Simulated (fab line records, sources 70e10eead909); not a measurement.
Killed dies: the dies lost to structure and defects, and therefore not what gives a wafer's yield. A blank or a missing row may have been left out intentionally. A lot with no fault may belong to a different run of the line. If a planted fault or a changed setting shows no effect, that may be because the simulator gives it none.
fab line records :: flow nand-harc
record
  lots=6
  wafers=18
  last-day=33
route steps=1302 shown A_WL_FILL@960
lots that met no fault: taken from a fault-free run of the same line
start-h: the number of hours between the record's first day and the start of the first shown wafer of the lot :: wait-h: hours elapsed since this lot's preceding step :: " the same as in the row above :: L1.1+2: a single row standing in for several wafers :: - no value present, or no start provided :: * or withheld: withheld :: < > ~ a bound
route shown NAME@n: NAME is a module with steps in the file, n the number in the route of the first one :: usual: mean and standard deviation over wafers with no fault :: same: alike in all rows :: chamber/n: place in a boat :: sites: per-site readings :: _std_site: their standard deviation :: _edge_site: outer sites' mean less inner sites' :: radius-mm: for every site, how far away it sits from the centre of the wafer :: mask NAME#n: copy n :: behind: tool/chamber where the wafer was last shaped :: hold: cause of the lot's hold/its duration in hours/its outcome :: device: whichever transistor did not switch (one of n, p or np) :: end of line: at the end of the route, the tests of the same wafers :: a step without rows: its recipe alone :: killed: dies that structure and defects cost at the first sort, which is not the same as the wafer's yield :: map: the dies of a wafer, with x for killed, . for not killed, _ for no die there
set.NAME: the setting that was run; set.NAME@STEP: the one run at that earlier step :: model.NAME: the simulator's own value behind a step, which no gauge read
lots seen at some steps along the route; tables by step, rows by wafer
services: a tool's chamber out of use, with start hour (start-h, from the record's first day; less than 0 if before it), hours out, and reason
## steps
# step NHARC_A_WL_FILL_STRIP_28
# recipe
  time-s=1200
  temp-c=72.5
  chemistry=post-etch-residue-remover
# step NHARC_A_WL_FILL_PRECLEAN_06
# recipe
  time-s=300
  chemistry=DIW
# step NHARC_A_WL_FILL_SRD_07
# step NHARC_A_WL_FILL_ANNEAL_08
# recipe
  temp-c=450
  time-s=1800
# step NHARC_A_WL_FILL_ALD_10
# recipe
  target-thk-a=500
  pulse-time-s=10
  ald-cycles=500
  temp-c=300
  material=SiO2
# usual
  heater-power-outer-w=263/32
  heater-power-w=471/55
  precursor-pulse-height-rel=1.001/0.02
lot.wafer: L877.2
tool: ald-hk-01
chamber: 1
start-h: 499.30
wait-h: 0.1
heater-power-outer-w: 267
heater-power-w: 443
precursor-pulse-height-rel: 1.006

lot.wafer: L877.1
tool: ald-hk-01
chamber: 2
start-h: 499.30
wait-h: 0.1
heater-power-outer-w: 299
heater-power-w: 562
precursor-pulse-height-rel: 0.993

lot.wafer: L877.3
tool: ald-hk-01
chamber: 0
start-h: 500.86
wait-h: 1.6
heater-power-outer-w: 324
heater-power-w: 571
precursor-pulse-height-rel: 0.990

lot.wafer: L878.2
tool: ald-hk-03
chamber: 3
start-h: 534.62
wait-h: 0.6
heater-power-outer-w: 301
heater-power-w: 484
precursor-pulse-height-rel: 0.993

lot.wafer: L878.4
tool: ald-hk-03
chamber: 1
start-h: 535.64
wait-h: 1.6
heater-power-outer-w: 287
heater-power-w: 507
precursor-pulse-height-rel: 0.989

lot.wafer: L878.6
tool: ald-hk-03
chamber: 3
start-h: 536.67
wait-h: 2.6
heater-power-outer-w: 286
heater-power-w: 488
precursor-pulse-height-rel: 0.979

lot.wafer: L883.1
tool: ald-hk-01
chamber: 0
start-h: 574.59
wait-h: 0.1
heater-power-outer-w: 324
heater-power-w: 579
precursor-pulse-height-rel: 1.002

lot.wafer: L883.2
tool: ald-hk-01
chamber: 1
start-h: 575.62
wait-h: 1.1
heater-power-outer-w: 269
heater-power-w: 446
precursor-pulse-height-rel: 0.985

lot.wafer: L883.3
tool: ald-hk-01
chamber: 3
start-h: 577.69
wait-h: 3.2
heater-power-outer-w: 243
heater-power-w: 465
precursor-pulse-height-rel: 1.003

lot.wafer: L885.4
tool: ald-hk-03
chamber: 3
start-h: 586.62
wait-h: 0.0
heater-power-outer-w: 294
heater-power-w: 502
precursor-pulse-height-rel: 1.019

lot.wafer: L885.3
tool: ald-hk-03
chamber: 1
start-h: 587.66
wait-h: 1.1
heater-power-outer-w: 269
heater-power-w: 499
precursor-pulse-height-rel: 1.011

lot.wafer: L885.5
tool: ald-hk-03
chamber: 3
start-h: 588.70
wait-h: 2.1
heater-power-outer-w: 292
heater-power-w: 500
precursor-pulse-height-rel: 1.015

lot.wafer: L895.3
tool: ald-hk-01
chamber: 1
start-h: 684.16
wait-h: 0.1
heater-power-outer-w: 269
heater-power-w: 467
precursor-pulse-height-rel: 0.980

lot.wafer: L895.2
tool: ald-hk-01
chamber: 3
start-h: 685.19
wait-h: 1.1
heater-power-outer-w: 232
heater-power-w: 462
precursor-pulse-height-rel: 0.998

lot.wafer: L895.6
tool: ald-hk-01
chamber: 1
start-h: 686.22
wait-h: 2.1
heater-power-outer-w: 273
heater-power-w: 465
precursor-pulse-height-rel: 0.984

lot.wafer: L896.4
tool: ald-hk-01
chamber: 3
start-h: 703.07
wait-h: 1.6
heater-power-outer-w: 231
heater-power-w: 442
precursor-pulse-height-rel: 1.014

lot.wafer: L896.5
tool: ald-hk-01
chamber: 0
start-h: 703.07
wait-h: 1.6
heater-power-outer-w: 319
heater-power-w: 570
precursor-pulse-height-rel: 0.996

lot.wafer: L896.6
tool: ald-hk-01
chamber: 1
start-h: 703.07
wait-h: 1.6
heater-power-outer-w: 275
heater-power-w: 463
precursor-pulse-height-rel: 1.029
# step NHARC_A_WL_FILL_ETCHBACK_16
# recipe
  target-depth-a=1200
  time-s=24
  c4f8-flow-sccm=withheld
  o2-flow-sccm=8
  ar-flow-sccm=withheld
  rf-w=600
  bias-w=800
  chemistry=C4F8/O2/Ar
# usual
  oes-product-au=0.96/0.038
  rf-vpp-V=722/3.9
  run-length-s=45.6/0.42
lot.wafer: L877.3
tool: rie-diel-04
chamber: 3
start-h: -
wait-h: -
oes-product-au: 0.91
rf-hours-counter-h: 4.4
rf-vpp-V: 718
run-length-s: 45.3

lot.wafer: L877.1
tool: rie-diel-04
chamber: 0
start-h: -
wait-h: -
oes-product-au: 0.92
rf-hours-counter-h: 4.1
rf-vpp-V: 723
run-length-s: 45.8

lot.wafer: L877.2
tool: rie-diel-04
chamber: 1
start-h: -
wait-h: -
oes-product-au: 0.93
rf-hours-counter-h: 3.9
rf-vpp-V: 718
run-length-s: 45.8

lot.wafer: L878.2
tool: rie-diel-13
chamber: 0
start-h: -
wait-h: -
oes-product-au: 1.00
rf-hours-counter-h: 0.4
rf-vpp-V: 727
run-length-s: 45.0

lot.wafer: L878.4
tool: rie-diel-13
chamber: 1
start-h: -
wait-h: -
oes-product-au: 1.02
rf-hours-counter-h: 0.4
rf-vpp-V: 720
run-length-s: 45.9

lot.wafer: L878.6
tool: rie-diel-13
chamber: 3
start-h: -
wait-h: -
oes-product-au: 0.99
rf-hours-counter-h: -
rf-vpp-V: 718
run-length-s: 45.3

lot.wafer: L883.1
tool: rie-diel-08
chamber: 3
start-h: -
wait-h: -
oes-product-au: 0.92
rf-hours-counter-h: 1.5
rf-vpp-V: 726
run-length-s: 46.0

lot.wafer: L883.3
tool: rie-diel-08
chamber: 0
start-h: -
wait-h: -
oes-product-au: 0.92
rf-hours-counter-h: 0.7
rf-vpp-V: 728
run-length-s: 45.0

lot.wafer: L883.2
tool: rie-diel-08
chamber: 2
start-h: -
wait-h: -
oes-product-au: 0.92
rf-hours-counter-h: 1.4
rf-vpp-V: 720
run-length-s: 45.8

lot.wafer: L885.3
tool: rie-diel-13
chamber: 3
start-h: -
wait-h: -
oes-product-au: 1.00
rf-hours-counter-h: 2.3
rf-vpp-V: 719
run-length-s: 45.2

lot.wafer: L885.5
tool: rie-diel-13
chamber: 3
start-h: -
wait-h: -
oes-product-au: 1.02
rf-hours-counter-h: -
rf-vpp-V: 719
run-length-s: 45.6

lot.wafer: L885.4
tool: rie-diel-13
chamber: 1
start-h: -
wait-h: -
oes-product-au: 1.01
rf-hours-counter-h: -
rf-vpp-V: 719
run-length-s: 45.8

lot.wafer: L895.2
tool: rie-diel-08
chamber: 0
start-h: -
wait-h: -
oes-product-au: 1.00
rf-hours-counter-h: 7.6
rf-vpp-V: 728
run-length-s: 45.3

lot.wafer: L895.3
tool: rie-diel-08
chamber: 2
start-h: -
wait-h: -
oes-product-au: 1.00
rf-hours-counter-h: 8.1
rf-vpp-V: 719
run-length-s: 46.3

lot.wafer: L895.6
tool: rie-diel-08
chamber: 2
start-h: -
wait-h: -
oes-product-au: 0.99
rf-hours-counter-h: -
rf-vpp-V: 720
run-length-s: 46.4

lot.wafer: L896.4
tool: rie-diel-08
chamber: 3
start-h: -
wait-h: -
oes-product-au: 0.93
rf-hours-counter-h: 9.2
rf-vpp-V: 726
run-length-s: 45.7

lot.wafer: L896.5
tool: rie-diel-08
chamber: 2
start-h: -
wait-h: -
oes-product-au: 0.92
rf-hours-counter-h: -
rf-vpp-V: 719
run-length-s: 45.9

lot.wafer: L896.6
tool: rie-diel-08
chamber: 3
start-h: -
wait-h: -
oes-product-au: 0.93
rf-hours-counter-h: -
rf-vpp-V: 726
run-length-s: 45.6
# step NHARC_A_WL_FILL_STRIP_29
# recipe
  time-s=20
  o2-flow-sccm=500
  ar-flow-sccm=0
  bias-w=0
  chemistry=O2
# usual
  drypump-motor-current-A=5.8/0.36
  oes-product-au=1.002/0.0096
  rf-vpp-V=57.8/0.86
  showerhead-plenum-p-Torr=3.49/0.14
  throttle-valve-pct=17.038/0.0097
lot.wafer: L877.1
tool: rie-diel-04
chamber: 0
start-h: 504.06
wait-h: 0.1
drypump-motor-current-A: 5.7
oes-product-au: 0.980
rf-hours-counter-h: 4.1
rf-vpp-V: 58.0
showerhead-plenum-p-Torr: 3.57
throttle-valve-pct: 17.050

lot.wafer: L877.2
tool: rie-diel-04
chamber: 1
start-h: 504.06
wait-h: 0.1
drypump-motor-current-A: 5.7
oes-product-au: 1.004
rf-hours-counter-h: 3.9
rf-vpp-V: 59.1
showerhead-plenum-p-Torr: 3.36
throttle-valve-pct: 17.022

lot.wafer: L877.3
tool: rie-diel-04
chamber: 2
start-h: 504.06
wait-h: 0.1
drypump-motor-current-A: 5.2
oes-product-au: 0.992
rf-hours-counter-h: 4.1
rf-vpp-V: 57.1
showerhead-plenum-p-Torr: 3.61
throttle-valve-pct: 17.046

lot.wafer: L878.4
tool: rie-diel-13
chamber: 3
start-h: 538.82
wait-h: 0.1
drypump-motor-current-A: 6.1
oes-product-au: 0.990
rf-hours-counter-h: 0.3
rf-vpp-V: 57.2
showerhead-plenum-p-Torr: 3.39
throttle-valve-pct: 17.048

lot.wafer: L878.2
tool: rie-diel-13
chamber: 0
start-h: 538.82
wait-h: 0.1
drypump-motor-current-A: 5.6
oes-product-au: 1.015
rf-hours-counter-h: 0.4
rf-vpp-V: 56.7
showerhead-plenum-p-Torr: 3.71
throttle-valve-pct: 17.032

lot.wafer: L878.6
tool: rie-diel-13
chamber: 3
start-h: 538.82
wait-h: 0.1
drypump-motor-current-A: 6.1
oes-product-au: 0.990
rf-hours-counter-h: -
rf-vpp-V: 56.7
showerhead-plenum-p-Torr: 3.39
throttle-valve-pct: 17.044

lot.wafer: L883.2
tool: rie-diel-08
chamber: 0
start-h: 582.44
wait-h: 0.1
drypump-motor-current-A: 5.9
oes-product-au: 1.001
rf-hours-counter-h: 0.7
rf-vpp-V: 57.2
showerhead-plenum-p-Torr: 3.72
throttle-valve-pct: 17.052

lot.wafer: L883.3
tool: rie-diel-08
chamber: 1
start-h: 582.44
wait-h: 0.1
drypump-motor-current-A: 5.4
oes-product-au: 0.997
rf-hours-counter-h: 1.7
rf-vpp-V: 58.1
showerhead-plenum-p-Torr: 3.34
throttle-valve-pct: 17.038

lot.wafer: L883.1
tool: rie-diel-08
chamber: 3
start-h: 582.44
wait-h: 0.1
drypump-motor-current-A: 6.1
oes-product-au: 1.008
rf-hours-counter-h: 1.5
rf-vpp-V: 56.0
showerhead-plenum-p-Torr: 3.60
throttle-valve-pct: 17.050

lot.wafer: L885.3
tool: rie-diel-13
chamber: 3
start-h: 591.42
wait-h: 0.1
drypump-motor-current-A: 6.1
oes-product-au: 1.002
rf-hours-counter-h: 2.3
rf-vpp-V: 57.0
showerhead-plenum-p-Torr: 3.39
throttle-valve-pct: 17.047

lot.wafer: L885.4
tool: rie-diel-13
chamber: 2
start-h: 591.42
wait-h: 0.1
drypump-motor-current-A: 6.2
oes-product-au: 1.008
rf-hours-counter-h: -
rf-vpp-V: 56.4
showerhead-plenum-p-Torr: 3.40
throttle-valve-pct: 17.021

lot.wafer: L885.5
tool: rie-diel-13
chamber: 1
start-h: 591.42
wait-h: 0.1
drypump-motor-current-A: 5.0
oes-product-au: 1.022
rf-hours-counter-h: -
rf-vpp-V: 57.5
showerhead-plenum-p-Torr: 3.39
throttle-valve-pct: 17.041

lot.wafer: L895.3
tool: rie-diel-08
chamber: 2
start-h: 688.92
wait-h: 0.1
drypump-motor-current-A: 5.9
oes-product-au: 0.998
rf-hours-counter-h: 8.1
rf-vpp-V: 57.8
showerhead-plenum-p-Torr: 3.43
throttle-valve-pct: 17.036

lot.wafer: L895.2
tool: rie-diel-08
chamber: 0
start-h: 688.92
wait-h: 0.1
drypump-motor-current-A: 5.9
oes-product-au: 0.987
rf-hours-counter-h: 7.6
rf-vpp-V: 59.2
showerhead-plenum-p-Torr: 3.71
throttle-valve-pct: 17.041

lot.wafer: L895.6
tool: rie-diel-08
chamber: 2
start-h: 688.92
wait-h: 0.1
drypump-motor-current-A: 5.9
oes-product-au: 0.993
rf-hours-counter-h: -
rf-vpp-V: 57.9
showerhead-plenum-p-Torr: 3.43
throttle-valve-pct: 17.024

lot.wafer: L896.4
tool: rie-diel-08
chamber: 0
start-h: 706.30
wait-h: 0.1
drypump-motor-current-A: 5.9
oes-product-au: 0.996
rf-hours-counter-h: 8.4
rf-vpp-V: 57.3
showerhead-plenum-p-Torr: 3.71
throttle-valve-pct: 17.029

lot.wafer: L896.5
tool: rie-diel-08
chamber: 2
start-h: 706.30
wait-h: 0.1
drypump-motor-current-A: 5.9
oes-product-au: 0.986
rf-hours-counter-h: -
rf-vpp-V: 57.5
showerhead-plenum-p-Torr: 3.43
throttle-valve-pct: 17.032

lot.wafer: L896.6
tool: rie-diel-08
chamber: 3
start-h: 706.30
wait-h: 0.1
drypump-motor-current-A: 6.2
oes-product-au: 0.995
rf-hours-counter-h: -
rf-vpp-V: 59.4
showerhead-plenum-p-Torr: 3.60
throttle-valve-pct: 17.055
# step NHARC_A_WL_FILL_ETCHBACK_17
# recipe
  target-depth-a=40
  time-s=26.7
  chemistry=Cl2/BCl3
# usual
  drypump-motor-current-A=5.7/0.66
  oes-product-au=1.000/0.01
  run-length-s=48.0/0.3
lot.wafer: L877.1
tool: rie-metal-01
chamber: 0
start-h: 504.14
wait-h: -
drypump-motor-current-A: 4.8
oes-product-au: 1.003
rf-hours-counter-h: 1.6
run-length-s: 48.6

lot.wafer: L877.2
tool: rie-metal-01
chamber: 1
start-h: 504.14
wait-h: -
drypump-motor-current-A: 5.4
oes-product-au: 0.992
rf-hours-counter-h: 1.6
run-length-s: 48.3

lot.wafer: L877.3
tool: rie-metal-01
chamber: 1
start-h: 504.14
wait-h: -
drypump-motor-current-A: 5.4
oes-product-au: 0.992
rf-hours-counter-h: -
run-length-s: 47.7

lot.wafer: L878.2
tool: rie-metal-03
chamber: 1
start-h: 538.91
wait-h: -
drypump-motor-current-A: 5.8
oes-product-au: 0.991
rf-hours-counter-h: 0
run-length-s: 48.1

lot.wafer: L878.4
tool: rie-metal-03
chamber: 1
start-h: 538.91
wait-h: -
drypump-motor-current-A: 5.7
oes-product-au: 0.984
rf-hours-counter-h: -
run-length-s: 48.7

lot.wafer: L878.6
tool: rie-metal-03
chamber: 0
start-h: 538.91
wait-h: -
drypump-motor-current-A: 6.7
oes-product-au: 1.000
rf-hours-counter-h: -
run-length-s: 48.0

lot.wafer: L883.1
tool: rie-metal-02
chamber: 1
start-h: 582.52
wait-h: -
drypump-motor-current-A: 6.5
oes-product-au: 0.991
rf-hours-counter-h: 2.8
run-length-s: 47.5

lot.wafer: L883.2
tool: rie-metal-02
chamber: 0
start-h: 582.52
wait-h: -
drypump-motor-current-A: 5.6
oes-product-au: 1.007
rf-hours-counter-h: 2.9
run-length-s: 47.9

lot.wafer: L883.3
tool: rie-metal-02
chamber: 1
start-h: 582.52
wait-h: -
drypump-motor-current-A: 6.5
oes-product-au: 0.990
rf-hours-counter-h: -
run-length-s: 47.8

lot.wafer: L885.4
tool: rie-metal-03
chamber: 1
start-h: 591.55
wait-h: -
drypump-motor-current-A: 5.8
oes-product-au: 1.001
rf-hours-counter-h: -
run-length-s: 48.1

lot.wafer: L885.3
tool: rie-metal-03
chamber: 0
start-h: 591.55
wait-h: -
drypump-motor-current-A: 6.7
oes-product-au: 1.000
rf-hours-counter-h: -
run-length-s: 48.2

lot.wafer: L885.5
tool: rie-metal-03
chamber: 0
start-h: 591.55
wait-h: -
drypump-motor-current-A: 6.7
oes-product-au: 1.012
rf-hours-counter-h: -
run-length-s: 48.1

lot.wafer: L895.2
tool: rie-metal-01
chamber: 0
start-h: 689.03
wait-h: -
drypump-motor-current-A: 4.8
oes-product-au: 1.020
rf-hours-counter-h: 1.8
run-length-s: 48.3

lot.wafer: L895.3
tool: rie-metal-01
chamber: 0
start-h: 689.03
wait-h: -
drypump-motor-current-A: 4.8
oes-product-au: 1.023
rf-hours-counter-h: -
run-length-s: 48.2

lot.wafer: L895.6
tool: rie-metal-01
chamber: 1
start-h: 689.03
wait-h: -
drypump-motor-current-A: 5.4
oes-product-au: 1.001
rf-hours-counter-h: -
run-length-s: 48.0

lot.wafer: L896.4
tool: rie-metal-03
chamber: 1
start-h: 706.44
wait-h: -
drypump-motor-current-A: 5.8
oes-product-au: 0.984
rf-hours-counter-h: -
run-length-s: 48.3

lot.wafer: L896.6
tool: rie-metal-03
chamber: 0
start-h: 706.44
wait-h: -
drypump-motor-current-A: 6.7
oes-product-au: 0.993
rf-hours-counter-h: -
run-length-s: 48.0

lot.wafer: L896.5
tool: rie-metal-03
chamber: 1
start-h: 706.44
wait-h: -
drypump-motor-current-A: 5.7
oes-product-au: 0.980
rf-hours-counter-h: -
run-length-s: 48.1
# step NHARC_A_WL_FILL_PRECLEAN_18
# recipe
  time-s=30
  chemistry=dHF
# step NHARC_A_WL_FILL_SRD_21
# step NHARC_A_WL_FILL_CVD_23
# recipe
  target-thk-a=400
  temp-c=620
  pressure-mtorr=200
  time-s=800
  material=poly-Si
# step NHARC_A_WL_FILL_ETCHBACK_26
# recipe
  target-depth-a=520
  time-s=13.3
  hbr-flow-sccm=150
  rf-w=350
  icp-w=350
  bias-w=60
  chemistry=HBr
# usual
  drypump-motor-current-A=5.7/0.35
  oes-product-au=0.997/0.01
  run-length-s=34.5/0.33
  throttle-valve-pct=23.266/0.0091
lot.wafer: L877.1
tool: rie-si-01
chamber: 3
start-h: 509.39
wait-h: 0.4
drypump-motor-current-A: 5.4
oes-product-au: 0.985
rf-hours-counter-h: 0.7
run-length-s: 34.4
throttle-valve-pct: 23.266

lot.wafer: L877.3
tool: rie-si-01
chamber: 0
start-h: 509.39
wait-h: 0.4
drypump-motor-current-A: 5.6
oes-product-au: 0.991
rf-hours-counter-h: 0.7
run-length-s: 34.6
throttle-valve-pct: 23.272

lot.wafer: L877.2
tool: rie-si-01
chamber: 2
start-h: 509.39
wait-h: 0.4
drypump-motor-current-A: 5.7
oes-product-au: 0.990
rf-hours-counter-h: 0.7
run-length-s: 34.8
throttle-valve-pct: 23.252

lot.wafer: L878.4
tool: rie-si-01
chamber: 2
start-h: 544.12
wait-h: 0.4
drypump-motor-current-A: 5.7
oes-product-au: 1.007
rf-hours-counter-h: 1.0
run-length-s: 34.7
throttle-valve-pct: 23.268

lot.wafer: L878.2
tool: rie-si-01
chamber: 0
start-h: 544.12
wait-h: 0.4
drypump-motor-current-A: 5.6
oes-product-au: 0.996
rf-hours-counter-h: 0.9
run-length-s: 34.6
throttle-valve-pct: 23.270

lot.wafer: L878.6
tool: rie-si-01
chamber: 1
start-h: 544.12
wait-h: 0.4
drypump-motor-current-A: 5.1
oes-product-au: 1.014
rf-hours-counter-h: -
run-length-s: 34.5
throttle-valve-pct: 23.279

lot.wafer: L883.1
tool: rie-si-01
chamber: 2
start-h: 587.68
wait-h: 0.4
drypump-motor-current-A: 5.7
oes-product-au: 1.001
rf-hours-counter-h: 0.2
run-length-s: 34.6
throttle-valve-pct: 23.241

lot.wafer: L883.3
tool: rie-si-01
chamber: 3
start-h: 587.68
wait-h: 0.4
drypump-motor-current-A: 5.4
oes-product-au: 0.994
rf-hours-counter-h: 0.2
run-length-s: 32.2
throttle-valve-pct: 23.257

lot.wafer: L883.2
tool: rie-si-01
chamber: 1
start-h: 587.68
wait-h: 0.4
drypump-motor-current-A: 5.1
oes-product-au: 1.007
rf-hours-counter-h: 0.2
run-length-s: 35.3
throttle-valve-pct: 23.262

lot.wafer: L885.4
tool: rie-si-01
chamber: 1
start-h: 595.94
wait-h: 0.4
drypump-motor-current-A: 5.1
oes-product-au: 1.004
rf-hours-counter-h: 0.2
run-length-s: 32.0
throttle-valve-pct: 23.243

lot.wafer: L885.3
tool: rie-si-01
chamber: 3
start-h: 595.94
wait-h: 0.4
drypump-motor-current-A: 5.4
oes-product-au: 1.004
rf-hours-counter-h: 0.3
run-length-s: 31.4
throttle-valve-pct: 23.238

lot.wafer: L885.5
tool: rie-si-01
chamber: 2
start-h: 595.94
wait-h: 0.4
drypump-motor-current-A: 5.7
oes-product-au: 1.005
rf-hours-counter-h: -
run-length-s: 34.3
throttle-valve-pct: 23.257

lot.wafer: L895.3
tool: rie-si-04
chamber: 3
start-h: 694.27
wait-h: 0.4
drypump-motor-current-A: 6.0
oes-product-au: 0.973
rf-hours-counter-h: 1.0
run-length-s: 34.5
throttle-valve-pct: 23.282

lot.wafer: L895.2
tool: rie-si-04
chamber: 2
start-h: 694.27
wait-h: 0.4
drypump-motor-current-A: 5.9
oes-product-au: 0.978
rf-hours-counter-h: 1.0
run-length-s: 34.3
throttle-valve-pct: 23.272

lot.wafer: L895.6
tool: rie-si-04
chamber: 0
start-h: 694.27
wait-h: 0.4
drypump-motor-current-A: 6.0
oes-product-au: 0.989
rf-hours-counter-h: -
run-length-s: 34.1
throttle-valve-pct: 23.263

lot.wafer: L896.4
tool: rie-si-01
chamber: 3
start-h: 711.57
wait-h: 0.4
drypump-motor-current-A: 5.4
oes-product-au: 1.006
rf-hours-counter-h: 1.0
run-length-s: 34.5
throttle-valve-pct: 23.263

lot.wafer: L896.6
tool: rie-si-01
chamber: 3
start-h: 711.57
wait-h: 0.4
drypump-motor-current-A: 5.4
oes-product-au: 1.007
rf-hours-counter-h: -
run-length-s: 34.4
throttle-valve-pct: 23.256

lot.wafer: L896.5
tool: rie-si-01
chamber: 0
start-h: 711.57
wait-h: 0.4
drypump-motor-current-A: 5.7
oes-product-au: 1.001
rf-hours-counter-h: -
run-length-s: 34.1
throttle-valve-pct: 23.260
# step NHARC_A_WL_FILL_PRECLEAN_30
# recipe
  time-s=10
  chemistry=dHF
## services
tool: rie-diel-08
chamber: 2
start-h: 476.36
hours: 7.0
kind: repair

tool: rie-metal-02
chamber: 1
start-h: 495.66
hours: 14.9
kind: repair

tool: rie-diel-04
chamber: 0
start-h: 518.28
hours: 7.7
kind: repair

tool: rie-diel-13
chamber: -
start-h: 519.00
hours: 9.0
kind: pm

tool: rie-metal-03
chamber: -
start-h: 519.00
hours: 9.0
kind: pm

tool: rie-si-04
chamber: -
start-h: 519.00
hours: 9.0
kind: pm

tool: rie-diel-04
chamber: -
start-h: 531.90
hours: 9.0
kind: pm

tool: rie-diel-08
chamber: -
start-h: 544.80
hours: 9.0
kind: pm

tool: rie-si-01
chamber: -
start-h: 544.89
hours: 0.2
kind: repair

tool: rie-si-01
chamber: -
start-h: 547.00
hours: 9.0
kind: pm

tool: rie-si-01
chamber: 1
start-h: 558.82
hours: 3.8
kind: repair

tool: rie-diel-08
chamber: 0
start-h: 559.25
hours: 9.4
kind: repair

tool: rie-metal-02
chamber: 0
start-h: 569.52
hours: 6.1
kind: repair

tool: rie-metal-01
chamber: -
start-h: 575.00
hours: 9.0
kind: pm

tool: rie-diel-13
chamber: 0
start-h: 580.48
hours: 23.6
kind: repair

tool: rie-diel-04
chamber: 3
start-h: 591.64
hours: 1.5
kind: repair

tool: rie-metal-01
chamber: -
start-h: 598.81
hours: 1.5
kind: repair

tool: ald-hk-01
chamber: -
start-h: 652.67
hours: 10.0
kind: pm

tool: rie-diel-08
chamber: -
start-h: 657.57
hours: 0.7
kind: repair

tool: rie-metal-03
chamber: -
start-h: 674.56
hours: 0.2
kind: repair

tool: rie-diel-08
chamber: 1
start-h: 683.43
hours: 11.9
kind: repair

tool: rie-diel-13
chamber: -
start-h: 696.00
hours: 9.0
kind: pm

tool: rie-si-01
chamber: -
start-h: 696.55
hours: 0.6
kind: repair

tool: rie-diel-04
chamber: -
start-h: 708.90
hours: 9.0
kind: pm
## key
first-sign
  step=NHARC_A_WL_FILL_ETCHBACK_26
  reading=run-length-s
  direction=down
  sigmas=7.9
  usual=*
  struck=*
effect none on later readings
met-at NHARC_A_WL_FILL_ETCHBACK_26
struck-wafers L883.3,L885.3,L885.4
tester-left-out L883,L885
onset-between 544.12 587.68
fault
  kind=process-parameter-drift
  tool=rie-si-01
  chamber=-
  onset-h=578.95
  steps=NHARC_A_WL_FILL_ETCHBACK_26
  channel=time-s
  offset=*
  shape=step
  end-h=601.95
  scope=struck-wafers-only
  acts-in=*
  stated=*
# tester-left-out: of these lots the tester's yield and bins aren't shown, on N5 and GAA mostly nor the transistor test; their killed dies are dies lost to structure and defects alone, not to doping, threshold or leakage, so they don't give the yield
